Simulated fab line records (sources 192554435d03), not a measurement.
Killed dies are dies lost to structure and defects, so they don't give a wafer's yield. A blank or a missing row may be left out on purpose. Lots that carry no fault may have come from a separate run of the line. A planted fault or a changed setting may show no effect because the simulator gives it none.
Chamber matching / flow n5-finfet / N5_BEOL_M3_ETCH_74 on rie-diel-04 has 4 sister chambers
The step etches underlayer in N2/H2, target depth 6.5 nm, time 5.2 s. 18 wafers are shown with their chamber, then 9 later ones without.

== WAFERS, EACH WITH ITS CHAMBER ==
wafer=L078.2; chamber=1; throttle-valve-pct (%)=18.46; drypump-motor-current-A (A)=5.5; showerhead-plenum-p-Torr (Torr)=2.63
wafer=L078.4; chamber=0; throttle-valve-pct (%)=17.81; drypump-motor-current-A (A)=5.3; showerhead-plenum-p-Torr (Torr)=2.63
wafer=L078.6; chamber=0; throttle-valve-pct (%)=17.82; drypump-motor-current-A (A)=5.3; showerhead-plenum-p-Torr (Torr)=2.63
wafer=L081.1; chamber=0; throttle-valve-pct (%)=17.82; drypump-motor-current-A (A)=5.3; showerhead-plenum-p-Torr (Torr)=2.62
wafer=L081.3; chamber=2; throttle-valve-pct (%)=17.55; drypump-motor-current-A (A)=5.9; showerhead-plenum-p-Torr (Torr)=2.56
wafer=L081.6; chamber=2; throttle-valve-pct (%)=17.55; drypump-motor-current-A (A)=5.9; showerhead-plenum-p-Torr (Torr)=2.56
wafer=L084.1; chamber=3; throttle-valve-pct (%)=17.91; drypump-motor-current-A (A)=6.0; showerhead-plenum-p-Torr (Torr)=2.61
wafer=L084.2; chamber=2; throttle-valve-pct (%)=17.56; drypump-motor-current-A (A)=5.8; showerhead-plenum-p-Torr (Torr)=2.56
wafer=L084.4; chamber=1; throttle-valve-pct (%)=18.53; drypump-motor-current-A (A)=5.4; showerhead-plenum-p-Torr (Torr)=2.62
wafer=L085.2; chamber=1; throttle-valve-pct (%)=18.50; drypump-motor-current-A (A)=5.4; showerhead-plenum-p-Torr (Torr)=2.62
wafer=L085.3; chamber=0; throttle-valve-pct (%)=17.84; drypump-motor-current-A (A)=5.3; showerhead-plenum-p-Torr (Torr)=2.62
wafer=L085.5; chamber=0; throttle-valve-pct (%)=17.84; drypump-motor-current-A (A)=5.3; showerhead-plenum-p-Torr (Torr)=2.62
wafer=L086.1; chamber=2; throttle-valve-pct (%)=17.56; drypump-motor-current-A (A)=5.9; showerhead-plenum-p-Torr (Torr)=2.56
wafer=L086.4; chamber=0; throttle-valve-pct (%)=17.85; drypump-motor-current-A (A)=5.3; showerhead-plenum-p-Torr (Torr)=2.62
wafer=L086.6; chamber=1; throttle-valve-pct (%)=18.53; drypump-motor-current-A (A)=5.5; showerhead-plenum-p-Torr (Torr)=2.62
wafer=L087.1; chamber=2; throttle-valve-pct (%)=17.57; drypump-motor-current-A (A)=5.9; showerhead-plenum-p-Torr (Torr)=2.56
wafer=L087.4; chamber=1; throttle-valve-pct (%)=18.52; drypump-motor-current-A (A)=5.4; showerhead-plenum-p-Torr (Torr)=2.62
wafer=L087.5; chamber=0; throttle-valve-pct (%)=17.86; drypump-motor-current-A (A)=5.3; showerhead-plenum-p-Torr (Torr)=2.62

SIGNATURES, as means of the wafers listed above
reading=throttle-valve-pct; chamber 0=17.8343; chamber 1=18.5080; chamber 2=17.5580; chamber 3=17.9100; scatter within a chamber=0.0202
reading=drypump-motor-current-A; chamber 0=5.300; chamber 1=5.440; chamber 2=5.880; chamber 3=6.000; scatter within a chamber=0.0378
reading=showerhead-plenum-p-Torr; chamber 0=2.6229; chamber 1=2.6220; chamber 2=2.5600; chamber 3=2.6100; scatter within a chamber=0.00399
Rule: distance of a wafer from a chamber = root of the sum over the readings of ((wafer's reading minus chamber's mean) / reading's scatter) squared. The wafer belongs to the nearest chamber; if the next one is less than 2 further off, it can't be placed. The scatter: take each reading less its chamber's mean, square it, sum over the shown wafers, divide by the number of wafers less the number of chambers, and take the root.

== WAFERS WHOSE CHAMBER IS MISSING ==
wafer=L088.2; throttle-valve-pct (%)=17.85; drypump-motor-current-A (A)=5.3; showerhead-plenum-p-Torr (Torr)=2.62
wafer=L088.5; throttle-valve-pct (%)=17.90; drypump-motor-current-A (A)=6.0; showerhead-plenum-p-Torr (Torr)=2.60
wafer=L088.6; throttle-valve-pct (%)=17.88; drypump-motor-current-A (A)=5.3; showerhead-plenum-p-Torr (Torr)=2.62
wafer=L089.4; throttle-valve-pct (%)=17.87; drypump-motor-current-A (A)=5.3; showerhead-plenum-p-Torr (Torr)=2.62
wafer=L089.5; throttle-valve-pct (%)=17.87; drypump-motor-current-A (A)=5.3; showerhead-plenum-p-Torr (Torr)=2.62
wafer=L089.6; throttle-valve-pct (%)=18.49; drypump-motor-current-A (A)=5.5; showerhead-plenum-p-Torr (Torr)=2.62
wafer=L095.1; throttle-valve-pct (%)=17.90; drypump-motor-current-A (A)=5.3; showerhead-plenum-p-Torr (Torr)=2.61
wafer=L095.2; throttle-valve-pct (%)=17.39; drypump-motor-current-A (A)=6.0; showerhead-plenum-p-Torr (Torr)=2.60
wafer=L095.4; throttle-valve-pct (%)=17.37; drypump-motor-current-A (A)=6.1; showerhead-plenum-p-Torr (Torr)=2.60

== EACH ONE'S CHAMBER ==
wafer=L088.2; from the rows above=0; in truth=0
wafer=L088.5; from the rows above=3; in truth=3
wafer=L088.6; from the rows above=0; in truth=0
wafer=L089.4; from the rows above=0; in truth=0
wafer=L089.5; from the rows above=0; in truth=0
wafer=L089.6; from the rows above=1; in truth=1
wafer=L095.1; from the rows above=0; in truth=0
wafer=L095.2; from the rows above=2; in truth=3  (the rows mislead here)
wafer=L095.4; from the rows above=2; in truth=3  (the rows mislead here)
Placed correctly: 7 of 9. From these rows, 0 cannot be placed. Wrongly placed: 2.
